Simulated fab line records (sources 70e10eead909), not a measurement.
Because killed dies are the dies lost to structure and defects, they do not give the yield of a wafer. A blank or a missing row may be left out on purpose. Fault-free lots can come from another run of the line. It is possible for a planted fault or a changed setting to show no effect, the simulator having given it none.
Which tool did it? | flow nand harc | Sampling: 24 lots, 72 wafers, 2 of 1302 route steps

WHAT THE GAUGES READ, wafer by wafer
NHARC_A_M0_CD_MEAS_09: target cd 80 nm. Usual: 79.7 nm for cd nm, sd 0.8.
lot  | measured     | on        | cd nm (nm)     | flag
L076 | day 23 01:22 | cd sem-02 | 80.2 79.5 79.1 |
L074 | day 23 02:34 | cd sem-02 | 79.3 78.4 79.3 |
L075 | day 23 15:19 | cd sem-03 | 79.4 80.6 79.5 |
L077 | day 23 16:40 | cd sem-01 | 79.1 80.2 80.0 |
L078 | day 24 01:28 | cd sem-02 | 80.2 79.2 81.4 |
L079 | day 25 01:35 | cd sem-02 | 81.4 80.3 81.0 |
L080 | day 25 07:20 | cd sem-01 | 79.7 77.8 78.2 |
L081 | day 26 01:14 | cd sem-02 | 79.6 79.5 79.4 |
L082 | day 26 14:29 | cd sem-03 | 79.1 78.5 79.1 |
L083 | day 26 18:44 | cd sem-03 | 79.8 79.5 79.6 |
L086 | day 27 11:23 | cd sem-01 | 79.5 79.7 80.5 |
L084 | day 27 12:44 | cd sem-01 | 80.1 78.8 78.3 |
L087 | day 27 15:49 | cd sem-02 | 79.2 78.6 79.3 |
L085 | day 27 17:20 | cd sem-02 | 78.2 78.2 79.4 |
L088 | day 28 14:31 | cd sem-03 | 80.5 80.4 80.2 |
L089 | day 28 19:18 | cd sem-02 | 80.5 79.8 80.6 |
L090 | day 29 03:45 | cd sem-03 | 79.4 78.3 80.2 |
L091 | day 30 01:13 | cd sem-01 | 80.9 80.8 80.5 |
L092 | day 30 05:47 | cd sem-03 | 79.5 80.2 79.5 |
L093 | day 30 13:10 | cd sem-03 | 80.0 80.3 80.6 |
L094 | day 30 20:59 | cd sem-01 | 81.0 79.7 80.3 |
L096 | day 31 09:28 | cd sem-03 | 80.3 80.2 80.1 |
L095 | day 31 11:49 | cd sem-01 | 79.0 78.7 79.9 |
L097 | day 32 06:27 | cd sem-02 | 80.1 80.7 79.8 |

EACH LOT AND THE TOOL THAT RAN IT (in order: tool; ch and the chambers of the sampled wafers; start)
lot  | NHARC_A_CONTACT_ETCH_138
L076 | har cap etch-01 ch 0,1, day 22 17:25
L074 | har cap etch-03 ch 0,1, day 22 18:27
L075 | har cap etch-01 ch 1, day 23 06:13
L077 | har cap etch-03 ch 0,1, day 23 08:18
L078 | har cap etch-02 ch 0,1, day 23 17:23
L079 | har cap etch-01 ch 0,1, day 24 17:04
L080 | har cap etch-03 ch 0,1, day 24 23:23
L081 | har cap etch-01 ch 0,1, day 25 17:02
L082 | har cap etch-02 ch 1, day 26 06:02
L083 | har cap etch-01 ch 0,1, day 26 07:18
L086 | har cap etch-02 ch 0,1, day 27 03:13
L084 | har cap etch-03 ch 0,1, day 27 03:52
L087 | har cap etch-01 ch 0,1, day 27 07:58
L085 | har cap etch-02 ch 0,1, day 27 09:24
L088 | har cap etch-03 ch 1, day 28 06:38
L089 | har cap etch-01 ch 0,1, day 28 11:01
L090 | har cap etch-03 ch 0,1, day 28 17:23
L091 | har cap etch-02 ch 0,1, day 29 16:26
L092 | har cap etch-02 ch 0,1, day 29 21:40
L093 | har cap etch-01 ch 0,1, day 30 05:17
L094 | har cap etch-03 ch 0,1, day 30 12:14
L096 | har cap etch-02 ch 0,1, day 31 00:28
L095 | har cap etch-01 ch 0,1, day 31 03:49
L097 | har cap etch-02 ch 0,1, day 31 20:55
- NHARC_A_CONTACT_ETCH_138: etches the open film in C4F8/O2/Ar, time 311 s, target depth 1914 nm.

AS READ BY THE TOOLS THEMSELVES (means over the sampled wafers that have a number; for cases with no such wafer, the mark the record gives instead)
The record holds no such reading with a usual standard deviation.

THE ANSWER, worked out from the rows above alone
Rule: a lot counts as off when the mean over its wafers that have a number is more than 3 standard deviations away from the usual mean. A lot without any number at a reading at which 4 lots or more have one is off too. Where the step has rows for the other lots, those lots are counted as sound. The gauges are gone through in route order, then the tools' own readings, and for those a lot's mean is taken as printed above. At the first step where some lot is off, the reading lying furthest off is the one used; lots without a number count as furthest.
Nothing can be told from this: no lot is off at any reading shown.

WHAT THE SIMULATOR PUT IN
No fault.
